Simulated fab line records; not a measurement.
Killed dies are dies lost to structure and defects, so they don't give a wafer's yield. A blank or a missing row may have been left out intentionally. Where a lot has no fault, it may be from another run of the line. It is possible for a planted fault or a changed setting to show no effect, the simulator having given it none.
A struck lot beside a sound one + flow n5Finfet + 43 out of 1938 route steps
Sound: these wafers, L683.3, L683.4, L683.5. Struck: wafer L691.1. The cause comes at the end.
Per side, at each step with rows, come the tool, then ch with its chambers, and then its first start. Under that, the readings that differ: sound wafers + struck wafers + difference of the means + sigmas: that difference in standard deviations of wafers without a fault.
alike: a reading whose means differ by less than 2 such deviations, as well as words and numbers matching on both sides. not compared: withheld readings; readings where some wafer has no value; bounds like >300 that might hide an equal value; numbers whose values overlap and for which the record gives no deviation.
The two part at a step that has a row with sigmas, a row that says differs or no value, or rows on one side only. Non-overlapping numbers with no deviation appear without sigmas and do not part them. Lack of a reading on every wafer of one side parts them only where that side has two or more wafers.

first, 4 steps without rows for these wafers: N5_FIN_CUT_STRIP_22 (strips in N2/H2); N5_FIN_CUT_PRECLEAN_36 (cleans in O3/DIW, time 60 s); N5_FIN_CUT_SRD_32 (time 30 s); N5_FIN_CUT_UV_OZONE_34 (time 120 s).
N5_FIN_CUT_INSPECT_17: inspects for defects (brightfield).
  sound: defectInspect-01 at day 3 18:43; struck: defectInspect-01 at day 5 15:55
  alike: rawDefectCount
then, 5 steps without rows for these wafers: N5_STI_FIN_REVEAL_ALD_00 (deposits SiO2, target thk 1 nm, pulse time 1 s); N5_STI_FIN_REVEAL_ALD_14 (deposits Si3N4, target thk 3 nm); N5_STI_FIN_REVEAL_FCVD_FILL_01 (material SiO2 flowable, target thk 312 nm, time 512.2 s); N5_STI_FIN_REVEAL_DENSIFY_02 (time 1800 s); N5_STI_FIN_REVEAL_CMP_04 (polishes, stops on Si3N4, t overpolish 4 s, target thk 131.83 nm).
N5_STI_FIN_REVEAL_THK_MEAS_05:
  sound: filmMetro-02 at day 4 00:11; struck: filmMetro-01 at day 5 21:20
  alike: thkNm
following that, these wafers have no rows for 1 step: N5_STI_FIN_REVEAL_DENSIFY_30.
N5_STI_FIN_REVEAL_ETCHBACK_08: etches SiO2 in C4F6/O2, target depth 30.5 nm, time 10.167 s.
  sound on rieDiel-02 ch 0,2, day 4 00:36; struck on rieDiel-03 ch 2, day 5 21:36
| reading             | sound          | struck | difference | sigmas |
|---------------------|----------------|--------|------------|--------|
| oesProductAu (a.u.) | 0.93 0.69 0.93 | 1.17   | +0.32      | +3     |
  alike: drypumpMotorCurrentA, rfVppV, showerheadPlenumPTorr, throttleValvePct
  not compared: rfHoursCounterH
N5_STI_FIN_REVEAL_STRIP_24: strips in N2/H2, time 90 s.
  sound on rieDiel-02 ch 0,2, day 4 00:38; struck on rieDiel-03 ch 2, day 5 21:38
  alike: drypumpMotorCurrentA, oesProductAu, rfVppV, showerheadPlenumPTorr, throttleValvePct
  not compared: rfHoursCounterH
then, 7 steps without rows for these wafers: N5_STI_FIN_REVEAL_PRECLEAN_25 (cleans in SPM, time 90 s); N5_STI_FIN_REVEAL_PRECLEAN_26 (cleans in SC1, time 45 s); N5_STI_FIN_REVEAL_PRECLEAN_29 (cleans in DHF, time 30 s); N5_STI_FIN_REVEAL_SRD_12 (time 30 s); N5_STI_FIN_REVEAL_RECESS_09 (chemistry HF/NH3, target SiO2, afs cycles 11, target depth 42.5 nm, sublimation time 60 s); N5_STI_FIN_REVEAL_STRIP_16 (strips SiNx in H3PO4, target depth 23.8 nm); N5_STI_FIN_REVEAL_PRECLEAN_17 (cleans in NF3:NH3, afs cycles 1, time 20 s, sublimation time 60 s).
N5_STI_FIN_REVEAL_ETCH_34: etches Si in H2, material Si, target depth 0.97 nm.
  sound on rieSi-03 ch 0,1, day 4 03:30; struck on rieSi-06 ch 1, day 5 23:57
  alike: drypumpMotorCurrentA, oesProductAu, throttleValvePct
  not compared: rfHoursCounterH
N5_STI_FIN_REVEAL_OXIDATION_31: chemistry O2 PLASMA REMOTE, time 20 s.
  sound on plasmaAsher-01 ch 0,1, day 4 03:35; struck on plasmaAsher-01 ch 0, day 6 00:01
| reading             | sound | struck | difference                   | sigmas |
|---------------------|-------|--------|------------------------------|--------|
| rfHoursCounterH (h) | - - - | 108    | no value on the sound wafers |        |
  alike: drypumpMotorCurrentA, heaterPowerW
then, 3 steps without rows for these wafers: N5_STI_FIN_REVEAL_PRECLEAN_32 (cleans in NF3:NH3, afs cycles 1, time 20 s, sublimation time 60 s); N5_STI_FIN_REVEAL_STRIP_35 (strips Si3N4 in H3PO4, target depth 4 nm, time 39 s); N5_STI_FIN_REVEAL_SRD_21 (time 30 s).
N5_STI_FIN_REVEAL_OXIDATION_33: chemistry O2 PLASMA REMOTE, time 20 s.
  sound on plasmaAsher-01 ch 0,1, day 4 03:56; struck on plasmaAsher-01 ch 1, day 6 00:22
| reading             | sound | struck | difference                   | sigmas |
|---------------------|-------|--------|------------------------------|--------|
| rfHoursCounterH (h) | - - - | 108    | no value on the sound wafers |        |
  alike: drypumpMotorCurrentA, heaterPowerW
then, 2 steps without rows for these wafers: N5_STI_FIN_REVEAL_CLEAN_19 (cleans in O3/DIW, time 120 s); N5_STI_FIN_REVEAL_SRD_23 (time 30 s).
N5_STI_FIN_REVEAL_CD_MEAS_22: target cd 6.238 nm, pitch 28 nm.
  sound: cdSem-01 at day 4 04:05; struck: cdSem-03 at day 6 00:31
  alike: cdNm
N5_STI_FIN_REVEAL_FIN_H_MEAS_10:
  sound: ocd-02 at day 4 04:07; struck: ocd-01 at day 6 00:33
| reading            | sound          | struck | difference | sigmas |
|--------------------|----------------|--------|------------|--------|
| trenchDepthNm (nm) | 52.2 52.0 52.7 | 68.7   | +16.4      | +21    |
then, 2 steps without rows for these wafers: N5_STI_FIN_REVEAL_PRECLEAN_18 (cleans in SC2, time 45 s); N5_STI_FIN_REVEAL_SRD_28 (time 30 s).
N5_STI_FIN_REVEAL_INSPECT_13: inspects for defects (darkfield).
  sound: defectInspect-02 at day 4 04:12; struck: defectInspect-01 at day 6 00:38
  alike: rawDefectCount
then, 2 steps without rows for these wafers: N5_DUMMY_GATE_PRECLEAN_00 (cleans in O3/DIW, time 60 s); N5_DUMMY_GATE_SRD_01 (time 30 s).
N5_DUMMY_GATE_ALD_02: deposits SiO2, target thk 2 nm, pulse time 1 s.
  sound on aldSin-01 ch 0,1,3, day 4 04:18; struck on aldSin-01 ch 0, day 6 00:44
  alike: chamberPressureTorr, heaterPowerW, precursorPulseHeightRel
then, 4 steps without rows for these wafers: N5_DUMMY_GATE_CVD_03 (deposits a-Si from SiH4, target thk 150 nm, time 8042 s); N5_DUMMY_GATE_PRECLEAN_46 (cleans in DIW, time 89.5 s); N5_DUMMY_GATE_SRD_47 (dry time 32 s); N5_DUMMY_GATE_CMP_04 (polishes a-Si).
N5_DUMMY_GATE_THK_MEAS_05:
  sound: filmMetro-02 at day 4 08:23; struck: filmMetro-02 at day 6 09:08
| reading    | sound          | struck | difference | sigmas |
|------------|----------------|--------|------------|--------|
| thkNm (nm) | 73.5 72.4 72.7 | 70.9   | -2.0       | -2     |
-- record jumps: 6 days separate the struck wafers' starts on either side; left off in module DUMMY_GATE, taken up again in module BEOL_M4, whose first shown step is the route's number 1111 --
N5_BEOL_M4_RC_MEAS_101:
  sound on prober-01 ch 0, day 10 06:14; struck on prober-02 ch 0, day 12 07:25
| reading         | sound             | struck | difference | sigmas |
|-----------------|-------------------|--------|------------|--------|
| ION_N (uA/um)   | 673 670 668       | 756    | +86        | +11    |
| REXT_N (ohm.um) | 78.1 76.9 77.9    | 69.0   | -8.6       | -6     |
| VT_N (mV)       | 252.1 251.0 251.6 | 246.1  | -5.5       | -2     |
  alike: DIBL_N, DIBL_P, IOFF_N, IOFF_P, ION_P, SS_N, SS_P, VT_P

== WHERE THEY PART ==
First at N5_STI_FIN_REVEAL_ETCHBACK_08; last, within this record, at N5_BEOL_M4_RC_MEAS_101.

WHY: whatever the simulator had introduced
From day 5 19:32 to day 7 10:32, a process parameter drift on rieDiel-03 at N5_STI_FIN_REVEAL_ETCHBACK_08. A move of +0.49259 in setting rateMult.
